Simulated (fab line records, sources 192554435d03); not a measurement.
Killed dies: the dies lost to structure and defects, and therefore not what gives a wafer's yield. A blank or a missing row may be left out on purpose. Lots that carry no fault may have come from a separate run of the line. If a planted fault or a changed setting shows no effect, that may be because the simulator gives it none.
Split-lot experiment + flow n5 finfet + 7 lots, 39 wafers read, on a route of 1938 steps

== ABOUT THE SPLIT ==
At N5_BEOL_M9_DEP_56 (deposits SiCN from 3MS/NH3, target thk 15 nm, time 26.5 s), the setting target thk a was moved away from the recipe's 150 angstrom on 12 of the 39 wafers read, by -50.4% to +54.6%. The other wafers ran this setting at the recipe's value.

The reading comes from the split's own step.

== THE READING ==
SiCN_of_BEOL_M9_DEP_56.thk nm (the simulator's own value, which no gauge read), in nm, at N5_BEOL_M9_DEP_56 (deposits SiCN from 3MS/NH3, target thk 15 nm, time 26.5 s). The file does not state a usual value for it. Average 15.0 nm, standard deviation 0.24 nm, over the 27 wafers here run with the recipe.

| wafer  | tool, chamber at the split | target thk a as run, angstrom | against the recipe | SiCN_of_BEOL_M9_DEP_56.thk nm, nm | against lot-mates on the recipe |
|--------|----------------------------|-------------------------------|--------------------|-----------------------------------|---------------------------------|
| L074.1 | pecvd-03, 1                | 76.45                         | -49.0%             | 7.2                               | -7.5                            |
| L074.4 | pecvd-03, 1                | 76.45                         | -49.0%             | 7.2                               | -7.5                            |
| L074.2 | pecvd-03, 0,2              | 150                           | recipe             | 14.6                              | -                               |
| L074.3 | pecvd-03, 0,2              | 150                           | recipe             | 14.6                              | -                               |
| L074.5 | pecvd-03, 2                | 76.45                         | -49.0%             | 7.4                               | -7.3                            |
| L074.6 | pecvd-03, 0                | 150                           | recipe             | 14.8                              | -                               |
| L076.1 | pecvd-01, 0                | 186.2                         | +24.1%             | 18.6                              | +3.7                            |
| L076.2 | pecvd-01, 1                | 150                           | recipe             | 14.6                              | -                               |
| L076.3 | pecvd-01, 1                | 150                           | recipe             | 14.8                              | -                               |
| L076.4 | pecvd-01, 0                | 186.2                         | +24.1%             | 18.8                              | +3.9                            |
| L076.5 | pecvd-01, 1                | 186.2                         | +24.1%             | 18.4                              | +3.5                            |
| L076.6 | pecvd-01, 0                | 150                           | recipe             | 15.2                              | -                               |
| L075.1 | pecvd-01, 2                | 231.9                         | +54.6%             | 22.8                              | +8.0                            |
| L075.2 | pecvd-01, 1                | 231.9                         | +54.6%             | 22.6                              | +7.8                            |
| L075.3 | pecvd-01, 0,2,1            | 150                           | recipe             | 14.8                              | -                               |
| L075.4 | pecvd-01, 0,2,1            | 150                           | recipe             | 14.8                              | -                               |
| L075.5 | pecvd-01, 0,2,1            | 150                           | recipe             | 14.8                              | -                               |
| L075.6 | pecvd-01, 0                | 231.9                         | +54.6%             | 23.4                              | +8.6                            |
| L078.1 | pecvd-04, 1,2              | 150                           | recipe             | 15                                | -                               |
| L078.2 | pecvd-04, 1,2              | 150                           | recipe             | 15                                | -                               |
| L078.3 | pecvd-04, 0                | 150                           | recipe             | 14.8                              | -                               |
| L078.4 | pecvd-04, 0,1              | 150                           | recipe             | 15.4                              | -                               |
| L078.5 | pecvd-04, 0,1              | 150                           | recipe             | 15.4                              | -                               |
| L078.6 | pecvd-04, 2                | 150                           | recipe             | 15.2                              | -                               |
| L086.3 | pecvd-01, 2                | 150                           | recipe             | 14.8                              | -                               |
| L086.5 | pecvd-01, 0                | 150                           | recipe             | 15.2                              | -                               |
| L086.6 | pecvd-01, 1                | 150                           | recipe             | 15                                | -                               |
| L092.1 | pecvd-04, 0,2,1            | 150                           | recipe             | 15.2                              | -                               |
| L092.4 | pecvd-04, 0,2,1            | 150                           | recipe             | 15.2                              | -                               |
| L092.6 | pecvd-04, 0,2,1            | 150                           | recipe             | 15.2                              | -                               |
| L092.2 | pecvd-04, 1                | 150                           | recipe             | 14.8                              | -                               |
| L092.3 | pecvd-04, 2                | 150                           | recipe             | 15                                | -                               |
| L092.5 | pecvd-04, 0                | 150                           | recipe             | 15.4                              | -                               |
| L097.1 | pecvd-04, 2                | 74.35                         | -50.4%             | 7.4                               | -7.6                            |
| L097.2 | pecvd-04, 0                | 150                           | recipe             | 15                                | -                               |
| L097.3 | pecvd-04, 1                | 150                           | recipe             | 14.8                              | -                               |
| L097.4 | pecvd-04, 2                | 150                           | recipe             | 15.2                              | -                               |
| L097.5 | pecvd-04, 1,0              | 74.35                         | -50.4%             | 7.6                               | -7.4                            |
| L097.6 | pecvd-04, 1,0              | 74.35                         | -50.4%             | 7.6                               | -7.4                            |
If several chambers appear in one row, that row covers several wafers at once and the file leaves open which wafer was in which chamber.

THE FIT
A straight line over all 39 wafers: SiCN_of_BEOL_M9_DEP_56.thk nm changes by +0.15 nm for each +1% of target thk a; r = +1.00; the points scatter about the line by 0.27 nm.
The same after taking each lot's own level away (the mean of its wafers on the recipe; 39 wafers): +0.15 nm for each +1%; r = +1.00; scatter 0.2 nm.
The reading moves by 8.2 nm for the largest change in target thk a, on that fit.
The lots' own levels span 14.67 to 15.13 nm, that is 1.9 times the standard deviation above.
The two slopes agree, so the slope changes little with the lot-to-lot level.
Check: with one of the wafers moved furthest among these (+54.6%) left out of the fit, the line predicts +8.21 nm for it against its lot-mates. It came out at +8 nm against them.

== THE FILE'S OWN FIT ==
SiCN_of_BEOL_M9_DEP_56.thk nm changes by +0.15 nm for each +1% of target thk a, r = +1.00.
